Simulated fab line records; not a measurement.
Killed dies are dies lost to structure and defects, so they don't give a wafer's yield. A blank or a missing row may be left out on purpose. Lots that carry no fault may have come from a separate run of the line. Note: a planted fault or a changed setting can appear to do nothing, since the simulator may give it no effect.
Split-lot trial || flow n5 finfet || on a route of 1938 steps: 7 lots, 21 wafers read

## SPLIT DETAILS
At N5_BEOL_M10_COAT_60 (time 60 s, resist thk 30 nm), the setting spin rpm was moved away from the recipe's 1500 rpm on 6 of the 21 wafers read, by -9.7% to +10.3%. All remaining wafers had this setting at the recipe value.

## FROM THE SPLIT TO THE READING: what the file shows between them, 4 steps
- N5_BEOL_M10_COAT_05: resist thk 90 nm
- N5_BEOL_M10_EBR_07
- N5_BEOL_M10_DESCUM_16: chemistry O2, time 7.9 s
- N5_BEOL_M10_ETCH_61: etches SiARC in CF4, target depth 39 nm, time 65 s

## THE READING
SiARC_of_BEOL_M10_COAT_60.thk nm (the simulator's own value, which no gauge read), in nm, at N5_BEOL_M10_ETCH_62 (etches SOC in N2/H2, target depth 110 nm, overetch 22 nm, time 165 s). The file gives no usual value for it. Average 23.5 nm, standard deviation 0.14 nm, over the 15 wafers here run with the recipe.

{"wafer": "L075.3", "tool, chamber at the split": "litho track-02, 0", "spin rpm as run, rpm": 1654, "against the recipe": "+10.3%", "SiARC_of_BEOL_M10_COAT_60.thk nm, nm": 22, "against lot-mates on the recipe": -1.8}
{"wafer": "L075.4", "tool, chamber at the split": "litho track-02, 0", "spin rpm as run, rpm": 1654, "against the recipe": "+10.3%", "SiARC_of_BEOL_M10_COAT_60.thk nm, nm": 22.2, "against lot-mates on the recipe": -1.6}
{"wafer": "L075.5", "tool, chamber at the split": "litho track-02, 0", "spin rpm as run, rpm": 1500, "against the recipe": "recipe", "SiARC_of_BEOL_M10_COAT_60.thk nm, nm": 23.8, "against lot-mates on the recipe": "-"}
{"wafer": "L078.1", "tool, chamber at the split": "litho track-02, 0", "spin rpm as run, rpm": 1500, "against the recipe": "recipe", "SiARC_of_BEOL_M10_COAT_60.thk nm, nm": 23.6, "against lot-mates on the recipe": "-"}
{"wafer": "L078.2", "tool, chamber at the split": "litho track-02, 0", "spin rpm as run, rpm": 1500, "against the recipe": "recipe", "SiARC_of_BEOL_M10_COAT_60.thk nm, nm": 23.6, "against lot-mates on the recipe": "-"}
{"wafer": "L078.6", "tool, chamber at the split": "litho track-02, 0", "spin rpm as run, rpm": 1500, "against the recipe": "recipe", "SiARC_of_BEOL_M10_COAT_60.thk nm, nm": 23.6, "against lot-mates on the recipe": "-"}
{"wafer": "L079.4", "tool, chamber at the split": "litho track-02, 0", "spin rpm as run, rpm": 1500, "against the recipe": "recipe", "SiARC_of_BEOL_M10_COAT_60.thk nm, nm": 23.6, "against lot-mates on the recipe": "-"}
{"wafer": "L079.5", "tool, chamber at the split": "litho track-02, 0", "spin rpm as run, rpm": 1500, "against the recipe": "recipe", "SiARC_of_BEOL_M10_COAT_60.thk nm, nm": 23.4, "against lot-mates on the recipe": "-"}
{"wafer": "L079.6", "tool, chamber at the split": "litho track-02, 0", "spin rpm as run, rpm": 1500, "against the recipe": "recipe", "SiARC_of_BEOL_M10_COAT_60.thk nm, nm": 23.6, "against lot-mates on the recipe": "-"}
{"wafer": "L090.3", "tool, chamber at the split": "litho track-05, 0", "spin rpm as run, rpm": 1358, "against the recipe": "-9.5%", "SiARC_of_BEOL_M10_COAT_60.thk nm, nm": 25.2, "against lot-mates on the recipe": "+1.8"}
{"wafer": "L090.5", "tool, chamber at the split": "litho track-05, 0", "spin rpm as run, rpm": 1500, "against the recipe": "recipe", "SiARC_of_BEOL_M10_COAT_60.thk nm, nm": 23.4, "against lot-mates on the recipe": "-"}
{"wafer": "L090.6", "tool, chamber at the split": "litho track-05, 0", "spin rpm as run, rpm": 1358, "against the recipe": "-9.5%", "SiARC_of_BEOL_M10_COAT_60.thk nm, nm": 25.2, "against lot-mates on the recipe": "+1.8"}
{"wafer": "L092.1", "tool, chamber at the split": "litho track-04, 0", "spin rpm as run, rpm": 1500, "against the recipe": "recipe", "SiARC_of_BEOL_M10_COAT_60.thk nm, nm": 23.6, "against lot-mates on the recipe": "-"}
{"wafer": "L092.3", "tool, chamber at the split": "litho track-04, 0", "spin rpm as run, rpm": 1500, "against the recipe": "recipe", "SiARC_of_BEOL_M10_COAT_60.thk nm, nm": 23.6, "against lot-mates on the recipe": "-"}
{"wafer": "L092.5", "tool, chamber at the split": "litho track-04, 0", "spin rpm as run, rpm": 1500, "against the recipe": "recipe", "SiARC_of_BEOL_M10_COAT_60.thk nm, nm": 23.4, "against lot-mates on the recipe": "-"}
{"wafer": "L091.2", "tool, chamber at the split": "litho track-05, 0", "spin rpm as run, rpm": 1500, "against the recipe": "recipe", "SiARC_of_BEOL_M10_COAT_60.thk nm, nm": 23.4, "against lot-mates on the recipe": "-"}
{"wafer": "L091.4", "tool, chamber at the split": "litho track-05, 0", "spin rpm as run, rpm": 1354, "against the recipe": "-9.7%", "SiARC_of_BEOL_M10_COAT_60.thk nm, nm": 25, "against lot-mates on the recipe": "+1.6"}
{"wafer": "L091.6", "tool, chamber at the split": "litho track-05, 0", "spin rpm as run, rpm": 1500, "against the recipe": "recipe", "SiARC_of_BEOL_M10_COAT_60.thk nm, nm": 23.4, "against lot-mates on the recipe": "-"}
{"wafer": "L094.2", "tool, chamber at the split": "litho track-02, 0", "spin rpm as run, rpm": 1500, "against the recipe": "recipe", "SiARC_of_BEOL_M10_COAT_60.thk nm, nm": 23.4, "against lot-mates on the recipe": "-"}
{"wafer": "L094.3", "tool, chamber at the split": "litho track-02, 0", "spin rpm as run, rpm": 1400, "against the recipe": "-6.7%", "SiARC_of_BEOL_M10_COAT_60.thk nm, nm": 24.6, "against lot-mates on the recipe": "+1.3"}
{"wafer": "L094.5", "tool, chamber at the split": "litho track-02, 0", "spin rpm as run, rpm": 1500, "against the recipe": "recipe", "SiARC_of_BEOL_M10_COAT_60.thk nm, nm": 23.2, "against lot-mates on the recipe": "-"}

THE FIT
A straight line over all 21 wafers: SiARC_of_BEOL_M10_COAT_60.thk nm changes by -0.155 nm for each +1% of spin rpm; r = -0.98; the points scatter about the line by 0.16 nm.
The same after taking each lot's own level away (the mean of its wafers on the recipe; 21 wafers): -0.175 nm for each +1%; r = -0.99; scatter 0.094 nm.
On that fit, the largest move of spin rpm shifts the reading by 1.8 nm.
Across the lots, their own levels run from 23.30 to 23.80 nm, a range of 3.5 times the standard deviation given above.
So the slope is not independent of the lot-to-lot level: the two fits are not the same.
Check: for one of the wafers moved furthest among these (+10.3%), held out of the fit, the line's prediction against its lot-mates is -1.77 nm. It came out at -1.8 nm against them.

## THESE WAFERS: OTHER SPLITS
Other splits were also applied to these wafers ahead of the reading. Each is held against what the fit with the lots' levels taken away leaves over:
{"other split on the same wafers": "N5_BEOL_M7_DESCUM_33 time s", "wafers away from the commonest value": 7, "r with SiARC_of_BEOL_M10_COAT_60.thk nm (lot level and that fit taken away)": "+0.00"}
{"other split on the same wafers": "N5_BEOL_M7_TRENCH_ETCH_37 bias w", "wafers away from the commonest value": 5, "r with SiARC_of_BEOL_M10_COAT_60.thk nm (lot level and that fit taken away)": "+0.16"}
{"other split on the same wafers": "N5_BEOL_M8_ETCH_66 source w", "wafers away from the commonest value": 10, "r with SiARC_of_BEOL_M10_COAT_60.thk nm (lot level and that fit taken away)": "+0.10"}
{"other split on the same wafers": "N5_BEOL_M8_TRENCH_ETCH_37 time s", "wafers away from the commonest value": 11, "r with SiARC_of_BEOL_M10_COAT_60.thk nm (lot level and that fit taken away)": "+0.15"}
{"other split on the same wafers": "N5_BEOL_M8_ALD_77 ald cycles", "wafers away from the commonest value": 9, "r with SiARC_of_BEOL_M10_COAT_60.thk nm (lot level and that fit taken away)": -0.04}
{"other split on the same wafers": "N5_BEOL_M10_COAT_59 spin rpm", "wafers away from the commonest value": 9, "r with SiARC_of_BEOL_M10_COAT_60.thk nm (lot level and that fit taken away)": -0.07}

## THE WHOLE CHAIN: every reading that the file lists as answering this split, in the file's order
{"step": "N5_BEOL_M10_COAT_60", "what it does": "time 60 s, resist thk 30 nm", "reading": "SiARC_of_BEOL_M10_COAT_60.thk nm (the simulator's own value, which no gauge read)", "change (the file's fit)": "-0.158 nm for each +1% of the setting", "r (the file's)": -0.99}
{"step": "N5_BEOL_M10_ETCH_61", "what it does": "etches SiARC in CF4, target depth 39 nm, time 65 s", "reading": "etch rf on time s", "change (the file's fit)": "withheld for each +1% of the setting", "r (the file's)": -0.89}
{"step": "N5_BEOL_M10_ETCH_61", "what it does": "etches SiARC in CF4, target depth 39 nm, time 65 s", "reading": "etch.depth nm (the simulator's own value, which no gauge read)", "change (the file's fit)": "-0.158 nm for each +1% of the setting", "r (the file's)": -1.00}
{"step": "N5_BEOL_M10_ETCH_61", "what it does": "etches SiARC in CF4, target depth 39 nm, time 65 s", "reading": "CAR-ArF_of_BEOL_M10_COAT_05.thk nm (the simulator's own value, which no gauge read)", "change (the file's fit)": "+0.154 nm for each +1% of the setting", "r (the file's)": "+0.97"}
{"step": "N5_BEOL_M10_ETCH_62", "what it does": "etches SOC in N2/H2, target depth 110 nm, overetch 22 nm, time 165 s", "reading": "SiARC_of_BEOL_M10_COAT_60.thk nm (the simulator's own value, which no gauge read)", "change (the file's fit)": "-0.176 nm for each +1% of the setting", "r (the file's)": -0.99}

## THE FILE'S OWN FIT
SiARC_of_BEOL_M10_COAT_60.thk nm changes by -0.176 nm for each +1% of spin rpm, r = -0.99.
